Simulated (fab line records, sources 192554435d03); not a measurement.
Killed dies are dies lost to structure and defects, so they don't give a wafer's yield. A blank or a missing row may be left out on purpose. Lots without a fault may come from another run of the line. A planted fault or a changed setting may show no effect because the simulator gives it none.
A struck lot beside a sound one | flow n5_finfet | 15 steps out of a route of 1938
Sound: wafers L839.1, L839.3, L839.6. Struck: wafer L845.6. (L845.2, L845.5 of the same lot were not struck and are left out.) The cause comes at the end.
At each step with rows: each side's tool, then ch and its chambers, then its first start. Under that, the readings that differ: sound wafers | struck wafers | difference of the means | sigmas: that difference in standard deviations of wafers without a fault.
alike: readings whose means differ by less than 2 such deviations, and words and numbers that are the same on both sides. not compared: withheld readings, readings that some wafer has no value for, bounds like >300 that may hide the same value, and numbers for which the record gives no deviation and whose values overlap.
The two part at a step that has a row with sigmas, a row that says differs or no value, or rows on one side only. Numbers that don't overlap but have no deviation are shown without sigmas and don't part them. A reading that every wafer of one side lacks parts them only if that side has two wafers or more.

N5_HKMG_FIN_CD_MEAS_12: target cd 92.8 nm.
  sound on cd_sem-03 ch 0, day 6 07:00; struck on cd_sem-02 ch 0, day 7 14:25
  alike: cd_nm
N5_HKMG_FIN_OVL_MEAS_13:
  sound on overlay-02 ch 0, day 6 07:02; struck on overlay-01 ch 0, day 7 14:27
  alike: NWFM_OVL
N5_HKMG_FIN_INSPECT_14: inspects for defects (macro).
  sound on defect_inspect-02, day 6 07:04; struck on defect_inspect-01, day 7 14:28
  alike: raw_defect_count
N5_HKMG_FIN_DESCUM_17: chemistry O2, time 7.9 s.
  sound on rie_diel-04 ch 0,1, day 6 07:05; struck on rie_diel-02 ch 1, day 7 14:31
  alike: drypump_motor_current_A, oes_product_au, rf_vpp_V, showerhead_plenum_p_Torr, throttle_valve_pct
  not compared: rf_hours_counter_h
then, 3 steps without rows for these wafers: N5_HKMG_FIN_ETCH_31 (etches SiARC in CF4, target depth 45.5 nm, time 75.8 s); N5_HKMG_FIN_ETCH_32 (etches SOC in N2/H2, target depth 240 nm, time 300 s); N5_HKMG_FIN_STRIP_33 (strips in N2/H2).
N5_HKMG_FIN_STRIP_34: strips in CF4.
  sound on rie_diel-04 ch 0,1, day 6 07:22; struck on rie_diel-02 ch 1, day 7 14:47
  alike: drypump_motor_current_A, oes_product_au, rf_vpp_V, showerhead_plenum_p_Torr, throttle_valve_pct
  not compared: rf_hours_counter_h
N5_HKMG_FIN_ETCH_35: etches SOC in N2/H2, target depth 215.8 nm, time 243.4 s.
  sound on rie_diel-04 ch 0,1, day 6 07:23; struck on rie_diel-02 ch 1, day 7 14:49
  reading      | sound             | struck | difference | sigmas
  rf_vpp_V (V) | 140.9 140.6 141.8 | 143.5  | +2.4       | +2
  alike: drypump_motor_current_A, oes_product_au, showerhead_plenum_p_Torr, throttle_valve_pct
  not compared: rf_hours_counter_h
N5_HKMG_FIN_STRIP_92: strips SOC in N2/H2, time 20 s.
  sound on rie_diel-04 ch 0,1, day 6 07:32; struck on rie_diel-02 ch 1, day 7 14:58
  alike: drypump_motor_current_A, oes_product_au, rf_vpp_V, showerhead_plenum_p_Torr, throttle_valve_pct
  not compared: rf_hours_counter_h
then, 1 step without rows for these wafers: N5_HKMG_FIN_WET_ETCH_18 (etches TiN in SC1, time 55 s, target depth 5.2 nm, rinse time 30 s).
N5_HKMG_FIN_STRIP_19: strips in N2/H2, time 360 s.
  sound on plasma_asher-02 ch 0,1, day 6 07:41; struck on plasma_asher-01 ch 1, day 7 15:06
  alike: drypump_motor_current_A, heater_power_w
  not compared: rf_hours_counter_h
N5_HKMG_FIN_ALD_91: deposits TiN, target thk 1 nm, pulse time 1 s, purge time 3 s.
  sound on ald_metal-04 ch 1,2,3, day 6 08:04; struck on ald_metal-04 ch 1, day 7 15:29
  reading    | sound    | struck | difference | sigmas
  ald_cycles | 47 47 47 | 44     | -3         |
  alike: heater_power_w, precursor_pulse_height_rel
then, 1 step without rows for these wafers: N5_HKMG_FIN_COAT_85 (time 60 s, resist thk 300 nm).
-- the record jumps here: 9 days lie between the struck wafers' starts before and after (it left off in module HKMG_FIN and takes up again in module PASSIVATION, whose first step shown is number 1936 of the route) --
N5_PASSIVATION_PROBE_49:
  sound on prober-02, day 15 08:38; struck on prober-02, day 16 21:08
  reading             | sound    | struck | difference | sigmas
  killed_at_front_end | 18 32 27 | 62     | +36        | +3
  alike: killed_at_M0_to_M3, killed_at_M4_up, killed_at_contacts, killed_at_other, killed_dies, killed_open, killed_short

WHERE THEY PART
First at N5_HKMG_FIN_ETCH_35; last, within this record, at N5_PASSIVATION_PROBE_49.

WHY: what the simulator had put in
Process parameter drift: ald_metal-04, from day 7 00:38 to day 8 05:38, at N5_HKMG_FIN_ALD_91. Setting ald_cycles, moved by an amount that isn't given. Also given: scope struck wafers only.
